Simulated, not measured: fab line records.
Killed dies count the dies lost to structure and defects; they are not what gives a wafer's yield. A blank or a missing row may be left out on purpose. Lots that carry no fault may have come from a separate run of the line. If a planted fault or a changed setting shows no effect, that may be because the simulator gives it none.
Matching of chambers / flow nand harc / NHARC_P_BONDPAD_DEP_00 on pecvd-02: 3 sister chambers
The step deposits SiCN, target thk 250 nm. 6 wafers are shown with their chamber, then 7 later ones without.

WAFERS, EACH WITH ITS CHAMBER
wafer=L081.6; chamber=0; heater power w (W)=568
wafer=L083.5; chamber=0; heater power w (W)=470
wafer=L086.1; chamber=1; heater power w (W)=615
wafer=L086.4; chamber=2; heater power w (W)=735
wafer=L088.3; chamber=2; heater power w (W)=752
wafer=L088.4; chamber=1; heater power w (W)=560

WAFERS WITH NO CHAMBER GIVEN
wafer=L088.5; heater power w (W)=467
wafer=L092.2; heater power w (W)=584
wafer=L092.3; heater power w (W)=563
wafer=L092.6; heater power w (W)=563
wafer=L094.4; heater power w (W)=537
wafer=L094.5; heater power w (W)=557
wafer=L094.6; heater power w (W)=511

CHAMBER TAKEN BY EACH
wafer=L088.5; from the rows above=can't be placed: 0 or 1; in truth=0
wafer=L092.2; from the rows above=can't be placed: 1 or 0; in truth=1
wafer=L092.3; from the rows above=can't be placed: 1 or 0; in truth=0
wafer=L092.6; from the rows above=can't be placed: 1 or 0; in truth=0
wafer=L094.4; from the rows above=can't be placed: 0 or 1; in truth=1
wafer=L094.5; from the rows above=can't be placed: 1 or 0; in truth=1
wafer=L094.6; from the rows above=can't be placed: 0 or 1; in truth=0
Placed correctly: 0 of 7. Not placeable from these rows: 7 (in 7, the candidates include the true chamber). 0 placed wrongly.
How it was worked out, from the rows above alone: a wafer's distance from a chamber is the root of the sum, over the readings, of the square of ((its reading less the chamber's mean) divided by the reading's scatter). If the next closest chamber is less than 2 further off than the closest, the wafer can't be placed; otherwise it belongs to the closest. A chamber's mean is the mean of its shown wafers. How the scatter is found: for the shown wafers, subtract from each reading the mean of its chamber, square and add these, divide the total by (wafers less chambers), then take the root.
